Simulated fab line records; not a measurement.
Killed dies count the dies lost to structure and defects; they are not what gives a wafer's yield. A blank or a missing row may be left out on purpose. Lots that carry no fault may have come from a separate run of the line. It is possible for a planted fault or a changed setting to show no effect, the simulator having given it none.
fab line records	flow nand-harc
record: lots: 24	wafers: 72	last-day: 25
route steps=1159 shown A_BLC@981 A_M0@1006 THIN_TSV@1120
lots with no fault: from the same line, run without faults
start-h: hours from the record's first day to the start of the lot's first wafer shown	wait-h: how many hours have passed since the lot's step before this one	" unchanged from the row above	L1.1+2: several wafers, shown together as one row	- either no value or no given start	* or withheld: withheld	< > ~ a bound
route shown NAME@n: a module of which the file shows steps, and the number in the route of the first	usual: mean/standard deviation of fault-free wafers	same: alike in all rows	chamber/n: place in a boat	sites: the reading at each site	_std_site: their standard deviation	_edge_site: outer sites' mean less inner sites'	radius-mm: for every site, how far away it sits from the centre of the wafer	mask NAME#n: copy n	behind: the last tool/chamber to shape the wafer	hold: the reason the lot was held/the length of the hold in hours/how it ended	device: the transistor (n, p or np) that didn't switch	end of line: the same wafers' tests at the end of the route	a step without rows: its recipe alone	killed: dies that structure and defects cost at the first sort, which is not the same as the wafer's yield	map: a wafer's dies, x killed, . not, _ none there
set.NAME: the setting that was run; set.NAME@STEP: the one run at that earlier step	model.NAME: the simulator's own value behind a step, which no gauge read
the route's steps for a sample of lots (tables are steps, rows are wafers)
services: from which hour (start-h, from the record's first day; less than 0 if before it) a tool's chamber was out of use, for how many hours, and why
== steps ==
step: NHARC_A_BLC_CD_MEAS_19
usual: cd-nm: 100.7/2.4
lot.wafer	tool	chamber	start-h	wait-h	cd-nm
L075.4	cd-sem-02	-	397.26	-	103.7
L075.5	"	-	"	"	101.4
L075.6	"	-	"	"	99.8
L076.1	cd-sem-03	-	398.19	-	102.5
L076.2	"	-	"	"	103.3
L076.5	"	-	"	"	102.5
L074.1	cd-sem-02	-	408.01	-	102.0
L074.2	"	-	"	"	106.8
L074.6	"	-	"	"	103.7
L079.1	cd-sem-03	-	417.25	-	99.0
L079.3	"	-	"	"	97.4
L079.4	"	-	"	"	103.7
L080.3	cd-sem-02	-	422.96	-	101.1
L080.5	"	-	"	"	100.4
L080.6	"	-	"	"	100.8
L077.1	cd-sem-01	-	428.63	-	98.6
L077.5	"	-	"	"	99.2
L077.6	"	-	"	"	99.7
L078.2	cd-sem-02	-	437.64	-	100.9
L078.3	"	-	"	"	101.7
L078.4	"	-	"	"	101.0
L081.2	cd-sem-03	-	439.95	-	101.4
L081.4	"	-	"	"	100.6
L081.5	"	-	"	"	104.6
L083.1	cd-sem-02	-	449.52	-	102.2
L083.4	"	-	"	"	98.1
L083.6	"	-	"	"	101.4
L082.1	cd-sem-01	-	450.47	-	101.6
L082.2	"	-	"	"	99.0
L082.3	"	-	"	"	98.9
L084.2	cd-sem-03	-	459.38	-	101.9
L084.4	"	-	"	"	102.3
L084.6	"	-	"	"	99.4
L088.4	cd-sem-02	-	467.43	-	95.7
L088.5	"	-	"	"	101.0
L088.6	"	-	"	"	94.2
L085.1	cd-sem-01	-	467.62	-	103.3
L085.2	"	-	"	"	99.7
L085.4	"	-	"	"	100.4
L086.1	cd-sem-01	-	477.21	-	99.4
L086.4	"	-	"	"	101.5
L086.5	"	-	"	"	100.3
L090.1	cd-sem-03	-	491.87	-	104.8
L090.2	"	-	"	"	100.3
L090.4	"	-	"	"	101.4
L087.1	cd-sem-03	-	493.47	-	102.6
L087.2	"	-	"	"	101.9
L087.4	"	-	"	"	104.2
L089.1	cd-sem-02	-	501.72	-	101.1
L089.2	"	-	"	"	97.4
L089.5	"	-	"	"	94.1
L091.2	cd-sem-03	-	508.88	-	93.9
L091.3	"	-	"	"	101.4
L091.6	"	-	"	"	99.3
L093.3	cd-sem-03	-	510.04	-	100.5
L093.5	"	-	"	"	100.7
L093.6	"	-	"	"	96.9
L094.1	cd-sem-03	-	510.64	-	101.1
L094.2	"	-	"	"	98.3
L094.6	"	-	"	"	102.4
L092.1	cd-sem-02	-	511.26	-	98.0
L092.3	"	-	"	"	96.4
L092.4	"	-	"	"	99.8
L095.3	cd-sem-03	-	515.57	-	99.3
L095.5	"	-	"	"	101.1
L095.6	"	-	"	"	101.8
L096.1	cd-sem-01	-	528.11	-	98.6
L096.2	"	-	"	"	100.8
L096.4	"	-	"	"	99.7
L097.1	cd-sem-01	-	538.40	-	101.5
L097.2	"	-	"	"	98.5
L097.4	"	-	"	"	100.3
step: NHARC_A_BLC_STRIP_29
recipe: cf4-flow-sccm: 150	ar-flow-sccm: 0	bias-w: 0	chemistry: CF4
usual: drypump-motor-current-A: 5.8/0.68	oes-product-au: 1.000/0.0077	rf-vpp-V: 59.3/0.89	showerhead-plenum-p-Torr: 1.77/0.064	throttle-valve-pct: 13.284/0.0087
lot.wafer	tool	chamber	start-h	wait-h	drypump-motor-current-A	oes-product-au	rf-hours-counter-h	rf-vpp-V	showerhead-plenum-p-Torr	throttle-valve-pct
L075.4	rie-diel-05	3	397.34	0.1	6.4	1.009	6	58.6	1.77	13.268
L075.6	"	2	"	"	4.7	1.002	-	58.1	1.68	13.289
L075.5	"	3	"	"	6.4	1.011	-	57.3	1.77	13.285
L076.2	rie-diel-06	3	398.28	0.1	6.4	0.994	13	60.4	1.82	13.284
L076.1	"	0	"	"	6.6	0.994	12	61.5	1.83	13.290
L076.5	"	2	"	"	5.5	1.000	-	60.6	1.84	13.272
L074.2	rie-diel-06	3	408.08	0.1	6.4	0.992	14	58.7	1.82	13.282
L074.1	"	1	"	"	6.3	1.013	14	58.9	1.68	13.283
L074.6	"	3	"	"	6.4	1.002	-	59.2	1.82	13.279
L079.3	rie-diel-11	2	417.34	0.1	5.4	0.997	16	60.1	1.83	13.286
L079.4	"	3	"	"	5.5	0.995	17	57.8	1.78	13.291
L079.1	"	1	"	"	5.8	1.014	15	59.0	1.77	13.272
L080.3	rie-diel-11	0	423.03	0.1	6.1	1.013	18	58.9	1.77	13.273
L080.6	"	0	"	"	6.1	1.014	-	59.9	1.77	13.280
L080.5	"	1	"	"	5.8	1.002	-	60.1	1.77	13.282
L077.1	rie-diel-11	3	428.74	0.1	5.5	0.987	20	58.7	1.78	13.283
L077.6	"	0	"	"	6.1	1.015	-	59.4	1.77	13.302
L077.5	"	1	"	"	5.8	1.005	-	58.8	1.77	13.276
L078.2	rie-diel-11	1	437.72	0.1	5.9	0.997	21	57.7	1.77	13.278
L078.3	"	2	"	"	5.4	0.992	23	59.2	1.83	13.281
L078.4	"	3	"	"	5.5	0.991	23	59.7	1.78	13.280
L081.4	rie-diel-05	1	440.03	0.1	6.3	1.009	10	59.3	1.83	13.287
L081.2	"	2	"	"	4.7	1.004	9	58.8	1.68	13.283
L081.5	"	0	"	"	4.7	1.008	-	59.3	1.68	13.277
L083.4	rie-diel-05	0	449.61	0.1	4.7	1.012	11	57.7	1.68	13.290
L083.1	"	1	"	"	6.3	0.999	11	59.8	1.83	13.276
L083.6	"	0	"	"	4.7	0.999	-	59.9	1.68	13.296
L082.3	rie-diel-05	0	450.55	0.1	4.7	0.994	11	58.0	1.68	13.290
L082.1	"	1	"	"	6.3	1.003	12	59.5	1.83	13.285
L082.2	"	3	"	"	6.4	0.997	12	60.0	1.77	13.279
L084.2	rie-diel-06	0	459.46	0.1	6.6	0.985	3	60.3	1.83	13.292
L084.4	"	2	"	"	5.5	0.998	1	60.4	1.84	13.290
L084.6	"	0	"	"	6.6	0.989	-	59.8	1.83	13.291
L088.4	rie-diel-06	1	467.49	0.1	6.3	1.002	4	59.7	1.68	13.284
L088.6	"	1	"	"	6.3	0.997	-	58.2	1.68	13.303
L088.5	"	2	"	"	5.5	1.010	-	59.3	1.84	13.281
L085.1	rie-diel-11	1	467.71	0.1	5.8	0.991	31	60.6	1.77	13.290
L085.2	"	2	"	"	5.4	0.997	34	58.7	1.82	13.294
L085.4	"	2	"	"	5.4	1.009	-	61.6	1.82	13.277
L086.4	rie-diel-06	3	477.29	0.1	6.4	0.997	5	58.1	1.82	13.274
L086.1	"	1	"	"	6.3	1.000	4	59.0	1.68	13.277
L086.5	"	3	"	"	6.4	1.005	-	60.6	1.82	13.280
L090.4	rie-diel-06	1	491.94	0.1	6.3	1.010	5	57.2	1.68	13.286
L090.2	"	3	"	"	6.4	0.989	6	60.0	1.82	13.273
L090.1	"	0	"	"	6.6	0.985	6	58.9	1.83	13.285
L087.2	rie-diel-05	0	493.56	0.1	4.7	1.010	17	60.6	1.68	13.286
L087.1	"	1	"	"	6.4	1.010	18	59.8	1.83	13.292
L087.4	"	2	"	"	4.7	1.003	18	58.5	1.68	13.283
L089.1	rie-diel-06	1	501.80	0.1	6.4	1.009	7	59.6	1.68	13.280
L089.2	"	3	"	"	6.4	1.005	7	60.2	1.82	13.290
L089.5	"	1	"	"	6.3	1.007	-	59.1	1.68	13.286
L091.3	rie-diel-05	2	508.95	0.1	4.7	0.996	19	57.7	1.68	13.286
L091.2	"	1	"	"	6.4	1.011	19	59.3	1.83	13.276
L091.6	"	2	"	"	4.7	1.002	-	58.3	1.68	13.278
L093.3	rie-diel-06	0	510.13	0.1	6.6	0.992	8	59.5	1.83	13.278
L093.6	"	2	"	"	5.5	0.998	-	58.7	1.84	13.293
L093.5	"	3	"	"	6.4	1.001	-	59.8	1.82	13.297
L094.1	rie-diel-05	0	510.74	0.1	4.7	0.989	19	60.4	1.68	13.287
L094.2	"	1	"	"	6.4	1.008	19	60.4	1.83	13.278
L094.6	"	3	"	"	6.4	0.994	-	59.2	1.76	13.287
L092.1	rie-diel-05	0	511.34	0.1	4.7	0.998	19	57.9	1.68	13.273
L092.4	"	2	"	"	4.7	0.985	19	60.2	1.68	13.289
L092.3	"	3	"	"	6.4	0.992	19	59.3	1.76	13.284
L095.3	rie-diel-05	3	515.67	0.1	6.4	1.004	19	58.9	1.76	13.271
L095.6	"	0	"	"	4.7	0.999	-	59.1	1.68	13.283
L095.5	"	1	"	"	6.3	1.002	-	59.4	1.83	13.286
L096.2	rie-diel-06	0	528.18	0.1	6.6	0.990	10	59.3	1.83	13.297
L096.4	"	1	"	"	6.3	0.997	10	58.7	1.68	13.290
L096.1	"	2	"	"	5.5	0.992	8	59.4	1.84	13.282
L097.4	rie-diel-05	0	538.48	0.1	4.7	0.994	2	58.8	1.68	13.279
L097.2	"	1	"	"	6.4	0.998	2	59.4	1.83	13.275
L097.1	"	2	"	"	4.7	0.991	2	58.6	1.68	13.316
step: NHARC_A_M0_INSPECT_11
usual: raw-defect-count: 33/16
lot.wafer	tool	chamber	start-h	wait-h	raw-defect-count
L075.4	defect-inspect-02	-	407.78	0.0	18
L075.5	"	-	"	"	18
L075.6	"	-	"	"	26
L076.1	defect-inspect-01	-	408.09	0.0	31
L076.2	"	-	"	"	34
L076.5	"	-	"	"	33
L074.1	defect-inspect-02	-	411.88	0.0	17
L074.2	"	-	"	"	10
L074.6	"	-	"	"	16
L079.1	defect-inspect-02	-	422.53	0.0	6
L079.3	"	-	"	"	6
L079.4	"	-	"	"	12
L080.3	defect-inspect-02	-	426.55	0.0	39
L080.5	"	-	"	"	26
L080.6	"	-	"	"	32
L077.1	defect-inspect-02	-	436.26	0.0	21
L077.5	"	-	"	"	24
L077.6	"	-	"	"	27
L078.2	defect-inspect-02	-	440.66	0.0	21
L078.3	"	-	"	"	28
L078.4	"	-	"	"	14
L081.2	defect-inspect-01	-	442.95	0.0	28
L081.4	"	-	"	"	30
L081.5	"	-	"	"	37
L083.1	defect-inspect-02	-	453.32	0.0	17
L083.4	"	-	"	"	12
L083.6	"	-	"	"	20
L082.1	defect-inspect-02	-	457.78	0.0	41
L082.2	"	-	"	"	39
L082.3	"	-	"	"	34
L084.2	defect-inspect-01	-	467.27	0.0	18
L084.4	"	-	"	"	16
L084.6	"	-	"	"	14
L088.4	defect-inspect-02	-	471.00	0.0	59
L088.5	"	-	"	"	57
L088.6	"	-	"	"	59
L085.1	defect-inspect-02	-	471.32	0.0	39
L085.2	"	-	"	"	26
L085.4	"	-	"	"	42
L086.1	defect-inspect-01	-	482.66	0.0	34
L086.4	"	-	"	"	37
L086.5	"	-	"	"	31
L090.1	defect-inspect-01	-	507.64	0.0	38
L090.2	"	-	"	"	29
L090.4	"	-	"	"	33
L087.1	defect-inspect-01	-	508.08	0.0	62
L087.2	"	-	"	"	61
L087.4	"	-	"	"	45
L089.1	defect-inspect-02	-	509.21	0.0	17
L089.2	"	-	"	"	14
L089.5	"	-	"	"	13
L091.2	defect-inspect-02	-	512.29	0.1	40
L091.3	"	-	"	"	28
L091.6	"	-	"	"	40
L093.3	defect-inspect-01	-	513.11	0.0	51
L093.5	"	-	"	"	50
L093.6	"	-	"	"	63
L094.1	defect-inspect-02	-	513.60	0.0	64
L094.2	"	-	"	"	68
L094.6	"	-	"	"	58
L092.1	defect-inspect-02	-	514.44	0.0	12
L092.3	"	-	"	"	21
L092.4	"	-	"	"	14
L095.3	defect-inspect-02	-	519.01	0.0	50
L095.5	"	-	"	"	30
L095.6	"	-	"	"	29
L096.1	defect-inspect-01	-	535.10	0.0	48
L096.2	"	-	"	"	49
L096.4	"	-	"	"	45
L097.1	defect-inspect-02	-	541.47	0.0	31
L097.2	"	-	"	"	34
L097.4	"	-	"	"	37
step: NHARC_A_M0_PVD_21
recipe: target-thk-a: 300	chamber-pressure-pa: 5	power-w: 5000	substrate-temp-c: 30	time-s: 20.49	material: Cu
usual: throttle-valve-pct: 30.0/0.77
lot.wafer	tool	chamber	start-h	wait-h	throttle-valve-pct
L075.4	pvd-sputter-03	-	-	-	30.5
L075.5	"	-	"	"	30.3
L075.6	"	-	"	"	30.3
L076.2	pvd-sputter-02	-	-	-	30.6
L076.1	"	-	"	"	28.8
L076.5	"	-	"	"	30.4
L074.1	pvd-sputter-02	-	-	-	28.7
L074.2	"	-	"	"	30.0
L074.6	"	-	"	"	28.5
L079.1	pvd-sputter-01	-	-	-	30.3
L079.4	"	-	"	"	31.9
L079.3	"	-	"	"	29.0
L080.3	pvd-sputter-03	-	-	-	29.9
L080.6	"	-	"	"	29.4
L080.5	"	-	"	"	30.4
L077.1	pvd-sputter-01	-	-	-	31.9
L077.5	"	-	"	"	31.9
L077.6	"	-	"	"	29.2
L078.4	pvd-sputter-02	-	-	-	28.9
L078.3	"	-	"	"	30.4
L078.2	"	-	"	"	30.0
L081.2	pvd-sputter-01	-	-	-	29.7
L081.4	"	-	"	"	31.9
L081.5	"	-	"	"	29.5
L083.1	pvd-sputter-02	-	-	-	28.8
L083.4	"	-	"	"	30.4
L083.6	"	-	"	"	30.4
L082.3	pvd-sputter-02	-	-	-	30.2
L082.1	"	-	"	"	30.3
L082.2	"	-	"	"	29.9
L084.4	pvd-sputter-03	-	-	-	29.8
L084.2	"	-	"	"	30.9
L084.6	"	-	"	"	30.2
L088.4	pvd-sputter-03	-	-	-	29.7
L088.5	"	-	"	"	31.0
L088.6	"	-	"	"	30.3
L085.4	pvd-sputter-02	-	-	-	30.2
L085.2	"	-	"	"	30.2
L085.1	"	-	"	"	30.4
L086.4	pvd-sputter-02	-	-	-	30.5
L086.1	"	-	"	"	29.0
L086.5	"	-	"	"	29.8
L090.1	pvd-sputter-03	-	-	-	30.0
L090.4	"	-	"	"	29.5
L090.2	"	-	"	"	30.9
L087.2	pvd-sputter-02	-	-	-	30.3
L087.1	"	-	"	"	30.2
L087.4	"	-	"	"	30.5
L089.2	pvd-sputter-02	-	-	-	28.9
L089.1	"	-	"	"	30.2
L089.5	"	-	"	"	30.4
L091.3	pvd-sputter-02	-	-	-	30.3
L091.2	"	-	"	"	30.5
L091.6	"	-	"	"	30.0
L093.3	pvd-sputter-03	-	-	-	30.3
L093.5	"	-	"	"	29.9
L093.6	"	-	"	"	30.6
L094.1	pvd-sputter-02	-	-	-	30.2
L094.2	"	-	"	"	30.5
L094.6	"	-	"	"	30.6
L092.3	pvd-sputter-03	-	-	-	30.3
L092.1	"	-	"	"	29.4
L092.4	"	-	"	"	31.0
L095.3	pvd-sputter-02	-	-	-	30.4
L095.5	"	-	"	"	30.1
L095.6	"	-	"	"	28.8
L096.4	pvd-sputter-02	-	-	-	30.3
L096.2	"	-	"	"	30.5
L096.1	"	-	"	"	28.7
L097.1	pvd-sputter-01	-	-	-	29.8
L097.2	"	-	"	"	32.0
L097.4	"	-	"	"	28.9
step: NHARC_A_M0_PRE_CLEAN_31
recipe: time-s: 12	temp-c: 370	rf-power-w: 300	gas: NH3
usual: heater-power-w: 609/79
lot.wafer	tool	chamber	start-h	wait-h	heater-power-w
L075.5	pecvd-02	1	410.51	0.1	566
L075.4	"	2	"	"	552
L075.6	"	0	"	"	600
L076.2	pecvd-03	1	410.77	0.1	555
L076.1	"	2	"	"	473
L076.5	"	1	"	"	567
L074.1	pecvd-01	2	414.49	0.1	701
L074.2	"	0	"	"	683
L074.6	"	1	"	"	632
L079.1	pecvd-02	2	425.17	0.1	577
L079.3	"	1	"	"	504
L079.4	"	1	"	"	516
L080.3	pecvd-03	2	429.16	0.1	464
L080.5	"	2	"	"	468
L080.6	"	0	"	"	814
L077.1	pecvd-02	0	438.87	0.1	635
L077.6	"	2	"	"	598
L077.5	"	0	"	"	639
L078.2	pecvd-02	2	443.34	0.1	624
L078.3	"	0	"	"	588
L078.4	"	1	"	"	531
L081.2	pecvd-02	0	445.57	0.1	603
L081.5	"	1	"	"	587
L081.4	"	2	"	"	550
L083.1	pecvd-01	2	456.19	0.1	667
L083.4	"	1	"	"	550
L083.6	"	0	"	"	753
L082.3	pecvd-03	1	460.50	0.1	606
L082.1	"	2	"	"	496
L082.2	"	0	"	"	685
L084.2	pecvd-01	0	469.90	0.1	726
L084.4	"	0	"	"	732
L084.6	"	2	"	"	666
L088.4	pecvd-01	0	473.89	0.1	713
L088.6	"	1	"	"	566
L088.5	"	2	"	"	645
L085.1	pecvd-02	0	473.93	0.1	550
L085.2	"	1	"	"	555
L085.4	"	0	"	"	549
L086.1	pecvd-02	2	485.58	0.3	570
L086.5	"	2	"	"	584
L086.4	"	0	"	"	638
L090.1	pecvd-01	0	510.31	0.1	774
L090.2	"	1	"	"	575
L090.4	"	2	"	"	596
L087.2	pecvd-01	2	510.70	0.1	547
L087.1	"	1	"	"	576
L087.4	"	1	"	"	582
L089.2	pecvd-03	2	511.93	0.1	473
L089.1	"	1	"	"	605
L089.5	"	1	"	"	625
L091.2	pecvd-02	2	514.99	0.1	556
L091.3	"	0	"	"	606
L091.6	"	0	"	"	611
L093.3	pecvd-03	1	515.98	0.1	576
L093.6	"	2	"	"	525
L093.5	"	0	"	"	676
L094.2	pecvd-03	1	517.00	0.8	544
L094.1	"	2	"	"	545
L094.6	"	0	"	"	664
L092.3	pecvd-01	2	518.07	1.0	600
L092.1	"	0	"	"	767
L092.4	"	0	"	"	777
L095.3	pecvd-03	1	521.61	0.1	621
L095.6	"	2	"	"	490
L095.5	"	0	"	"	629
L096.1	pecvd-03	1	538.25	0.3	532
L096.2	"	2	"	"	523
L096.4	"	2	"	"	540
L097.1	pecvd-01	0	544.10	0.1	795
L097.2	"	1	"	"	611
L097.4	"	1	"	"	629
step: NHARC_THIN_TSV_ETCH_15
recipe: target-depth-a: 30000	bosch-target-overetch-cycles: 2	bosch-etch-step-s: 2.8	bosch-dep-step-s: 1.2	bosch-cycles: 14
usual: drypump-motor-current-A: 5.4/0.53	he-backside-leak-sccm: 2.77/0.19
lot.wafer	tool	chamber	start-h	wait-h	drypump-motor-current-A	he-backside-leak-sccm	rf-hours-counter-h
L076.1	rie-si-01	2	440.93	-	5.3	2.61	1.1
L076.2	"	3	"	"	5.4	2.68	1.1
L076.5	"	3	"	"	5.4	2.62	-
L074.1	rie-si-04	3	442.49	-	5.5	2.90	1.3
L074.2	"	0	"	"	4.6	2.88	1.4
L074.6	"	0	"	"	4.6	2.99	-
L075.4	rie-si-04	0	445.91	-	4.6	2.83	1.4
L075.5	"	3	"	"	5.5	2.86	-
L075.6	"	0	"	"	4.6	2.95	-
L079.1	rie-si-04	0	450.82	-	4.6	2.83	1.5
L079.4	"	2	"	"	4.7	2.46	1.2
L079.3	"	3	"	"	5.6	2.96	1.4
L080.3	rie-si-01	0	452.48	-	5.2	3.02	1.3
L080.6	"	3	"	"	5.4	2.85	-
L080.5	"	0	"	"	5.2	3.14	-
L077.1	rie-si-01	0	461.90	-	5.2	2.62	1.4
L077.5	"	2	"	"	5.2	2.73	-
L077.6	"	3	"	"	5.4	2.57	-
L081.2	rie-si-04	0	466.95	-	4.6	3.02	0.0
L081.4	"	1	"	"	5.9	2.79	0.0
L081.5	"	3	"	"	5.5	2.99	-
L078.3	rie-si-01	3	468.55	-	5.4	2.84	1.4
L078.2	"	2	"	"	5.3	2.74	1.4
L078.4	"	3	"	"	5.4	2.86	-
L083.1	rie-si-01	1	478.92	-	6.5	2.83	1.5
L083.4	"	3	"	"	5.4	2.71	1.6
L083.6	"	1	"	"	6.5	2.73	-
L082.1	rie-si-04	3	483.87	-	5.5	2.77	0.2
L082.3	"	1	"	"	5.9	2.98	0.2
L082.2	"	2	"	"	4.7	2.48	0.2
L088.4	rie-si-04	3	494.99	-	5.6	2.97	0.3
L088.5	"	1	"	"	6.0	2.82	-
L088.6	"	2	"	"	4.7	2.52	-
L084.2	rie-si-04	0	496.19	-	4.6	3.03	0.4
L084.4	"	1	"	"	5.9	2.74	0.3
L084.6	"	3	"	"	5.5	3.02	-
L085.1	rie-si-05	3	497.35	-	5.9	2.49	0.7
L085.2	"	1	"	"	5.2	2.40	0.6
L085.4	"	2	"	"	5.9	2.49	0.7
L086.1	rie-si-04	1	511.60	-	6.0	2.83	0.5
L086.4	"	3	"	"	5.5	2.80	0.5
L086.5	"	0	"	"	4.6	3.10	-
L090.1	rie-si-04	1	534.10	-	5.9	2.83	0.7
L090.2	"	3	"	"	5.6	2.77	0.7
L090.4	"	0	"	"	4.6	2.94	0.7
L087.4	rie-si-01	3	535.36	-	5.4	2.79	0.3
L087.2	"	0	"	"	5.2	2.91	0.3
L087.1	"	1	"	"	6.4	2.88	0.0
L089.1	rie-si-05	2	536.38	-	5.9	2.60	1.0
L089.2	"	3	"	"	6.0	2.38	1.1
L089.5	"	3	"	"	6.0	2.37	-
L091.2	rie-si-04	0	537.72	-	4.6	3.05	0.7
L091.3	"	2	"	"	4.7	2.49	0.7
L091.6	"	0	"	"	4.6	2.75	-
L093.3	rie-si-01	2	540.04	-	5.3	2.79	0.4
L093.5	"	0	"	"	5.2	3.12	-
L093.6	"	2	"	"	5.3	2.73	-
L094.1	rie-si-01	2	541.26	-	5.3	2.75	0.5
L094.2	"	0	"	"	5.2	2.94	0.4
L094.6	"	0	"	"	5.2	2.89	-
L092.1	rie-si-05	0	542.31	-	5.2	2.75	1.2
L092.4	"	2	"	"	5.9	2.59	1.1
L092.3	"	3	"	"	5.9	2.49	1.1
L095.3	rie-si-04	3	543.83	-	5.6	2.73	0.8
L095.5	"	3	"	"	5.6	2.84	-
L095.6	"	0	"	"	4.7	2.99	-
L096.1	rie-si-04	3	560.29	-	5.5	3.00	1.0
L096.2	"	0	"	"	4.6	2.93	1.0
L096.4	"	1	"	"	5.9	2.67	0.9
L097.4	rie-si-01	0	566.27	-	5.2	3.02	0.6
L097.2	"	1	"	"	6.5	3.11	0.2
L097.1	"	3	"	"	5.4	2.74	0.6
== services ==
tool	chamber	start-h	hours	kind
pvd-sputter-02	-	392.02	10.0	pm
rie-si-04	-	393.54	20.5	repair
rie-si-01	1	399.12	3.4	repair
rie-si-01	0	402.45	15.1	repair
rie-si-01	2	412.26	7.6	repair
pvd-sputter-02	-	415.97	2.9	repair
pecvd-01	-	418.00	13.0	pm
rie-diel-06	-	418.34	9.0	pm
rie-diel-06	2	439.07	15.7	repair
rie-si-04	-	453.00	9.0	pm
pecvd-01	1	462.62	10.6	repair
rie-si-01	0	467.97	3.3	repair
pecvd-03	-	473.41	13.0	pm
rie-si-01	-	481.00	9.0	pm
pvd-sputter-02	-	487.12	0.6	repair
rie-si-01	1	503.56	20.4	repair
pecvd-02	-	515.49	13.0	pm
rie-diel-05	-	517.61	9.0	pm
pvd-sputter-02	-	521.46	2.7	repair
rie-si-04	1	537.96	4.4	repair
rie-si-01	1	538.53	6.9	repair
pvd-sputter-02	-	546.47	12.8	repair
rie-diel-05	1	550.67	3.6	repair
rie-si-01	2	553.29	9.7	repair
== key ==
fault none
